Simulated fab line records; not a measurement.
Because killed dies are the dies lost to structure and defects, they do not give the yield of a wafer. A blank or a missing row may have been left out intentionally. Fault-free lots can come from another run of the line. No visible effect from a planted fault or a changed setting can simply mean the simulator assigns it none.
A struck lot beside a sound one + flow n5-finfet + 36 out of 1938 route steps
Sound: these wafers, L391.2, L391.5, L391.6. The struck wafers were L388.1, L388.3, L388.4. Last of all comes the cause.
Per side, at each step with rows, come the tool, then ch with its chambers, and then its first start. Under that, the readings that differ: sound wafers + struck wafers + difference of the means + sigmas: that difference in standard deviations of wafers without a fault.
alike: words and numbers the same on both sides, and readings whose means are apart by under 2 such deviations; not compared: readings that were withheld, readings missing a value for some wafer, numbers with overlapping values and no deviation given by the record, and bounds like >300 which may hide the same value.
The two part at a step that has a row with sigmas, a row that says differs or no value, or rows on one side only. When numbers do not overlap yet have no deviation, they are printed without sigmas and do not part them. Lack of a reading on every wafer of one side parts them only where that side has two or more wafers.

first, 9 steps without rows for these wafers: N5_BEOL_M4_ANNEAL_95 (time 240 s); N5_BEOL_M4_SPUTTER_96 (material Cu, target thk 4.5 nm, time 8.29 s); N5_BEOL_M4_ECD_50 (material Cu, target thk 300 nm); N5_BEOL_M4_ANNEAL_51 (time 90 s); N5_BEOL_M4_CMP_52 (polishes, stops on SiOC, t overpolish 6.8 s, target thk 40 nm); N5_BEOL_M4_PRE_CLEAN_60 (time 15 s); N5_BEOL_M4_CO_CAP_55 (material Co, precursor CCTBA/H2, target thk 2 nm, time 102.1 s); N5_BEOL_M4_PRE_CLEAN_56 (time 15 s); N5_BEOL_M4_DEP_57 (deposits SiCN from 3MS/NH3, target thk 8 nm, time 14 s).
N5_BEOL_M4_RC_MEAS_101:
  sound on prober-01 ch 0, day 13 03:39; struck on prober-02 ch 0, day 12 20:39
| reading       | sound          | struck         | difference | sigmas |
|---------------|----------------|----------------|------------|--------|
| SS_N (mV/dec) | 73.4 73.1 71.6 | 71.5 69.9 70.6 | -2.0       | -3     |
  alike: DIBL_N, DIBL_P, IOFF_N, IOFF_P, ION_N, ION_P, SS_P, VT_N, VT_P
then, 24 steps without rows for these wafers: N5_BEOL_M5_ILD_DEP_00 (deposits SiCOH lowk from DEMS/porogen, target thk 140.64 nm, time 25.9 s); N5_BEOL_M5_CURE_79 (cures SiCOH lowk, time 240 s); N5_BEOL_M5_PECVD_70 (deposits SiO2 from TEOS/O2, target thk 16 nm, time 18 s); N5_BEOL_M5_HM_DEP_02 (deposits TiN, target thk 20 nm); N5_BEOL_M5_COAT_59 (time 60 s, resist thk 60 nm); N5_BEOL_M5_COAT_60 (time 60 s, resist thk 12 nm); N5_BEOL_M5_COAT_71 (time 60 s, resist thk 5 nm); N5_BEOL_M5_COAT_05 (resist thk 30 nm); N5_BEOL_M5_EBR_07; N5_BEOL_M5_SOFTBAKE_06 (time 60 s); N5_BEOL_M5_EXPOSE_08 (exposes mask M5, target cd 28 nm); N5_BEOL_M5_PEB_09 (peb time 60 s); N5_BEOL_M5_DEVELOP_10 (develop time 30 s); N5_BEOL_M5_DESCUM_16 (chemistry O2, time 7 s); N5_BEOL_M5_ETCH_72 (etches underlayer in N2/H2, target depth 6.5 nm, time 5.2 s); N5_BEOL_M5_ETCH_61 (etches SiARC in CF4, target depth 15.6 nm, time 26 s); N5_BEOL_M5_ETCH_62 (etches SOC in N2/H2, target depth 75 nm, overetch 15 nm, time 112.5 s); N5_BEOL_M5_STRIP_63 (strips in N2/H2); N5_BEOL_M5_STRIP_73 (strips in N2/H2); N5_BEOL_M5_STRIP_64 (strips in CF4); N5_BEOL_M5_HM_OPEN_17 (chemistry Cl2/BCl3, target TiN, target depth 20 nm, overetch 6 nm); N5_BEOL_M5_STRIP_19 (strips in O2); N5_BEOL_M5_COAT_65 (time 60 s, resist thk 60 nm); N5_BEOL_M5_COAT_66 (time 60 s, resist thk 12 nm).
-- the record jumps here: 2 days lie between the struck wafers' starts before and after (it left off in module BEOL_M5 and takes up again in module BEOL_M10, whose first step shown is number 1473 of the route) --
N5_BEOL_M10_PECVD_70: deposits SiO2 from TEOS/O2, target thk 20 nm, time 22.7 s.
  sound on pecvd-03 ch 0,2, day 15 05:24; struck on pecvd-04 ch 0,1,2, day 14 21:38
  no value came back on the struck wafers for any of 6 readings (chamber-pressure-Torr (Torr), heater-power-outer-w (W) and others); on the sound wafers chamber-pressure-Torr (Torr) reads 5.491 5.513 5.489
-- the record jumps here: 3 days lie between the struck wafers' starts before and after (it left off in module BEOL_M10 and takes up again in module PASSIVATION, whose first step shown is number 1936 of the route) --
N5_PASSIVATION_PROBE_49:
  sound on prober-01, day 17 11:07; struck on prober-02, day 17 11:28
| reading                  | sound          | struck         | difference | sigmas |
|--------------------------|----------------|----------------|------------|--------|
| defect-limited-yield (%) | 91.5 92.4 88.1 | 66.7 65.7 64.7 | -25.0      | -17    |
| killed_at_M4_up          | 9 20 17        | 324 300 347    | +308       | +51    |
| killed-dies              | 100 90 140     | 393 405 417    | +295       | +16    |
| killed-on-rim            | 13 6 12        | 15 14 79       | +26        | +7     |
| sort_bin_5_function (%)  | 4.8 4.3 7.2    | 30.2 29.7 32.8 | +25.5      | +26    |
| sort-n-pass              | 1080 1090 1040 | 787 775 763    | -295       | -16    |
| sort-yield-pct (%)       | 91.5 92.4 88.1 | 66.7 65.7 64.7 | -25.0      | -16    |
  alike: killed_at_M0_to_M3, killed-at-contacts, killed-at-front-end, killed-at-other, killed-open, killed-short, sort_bin_6_memory

WHERE THEY PART
Last at N5_PASSIVATION_PROBE_49 as far as this record goes, first at N5_BEOL_M4_RC_MEAS_101.

WHY: what the simulator had put in
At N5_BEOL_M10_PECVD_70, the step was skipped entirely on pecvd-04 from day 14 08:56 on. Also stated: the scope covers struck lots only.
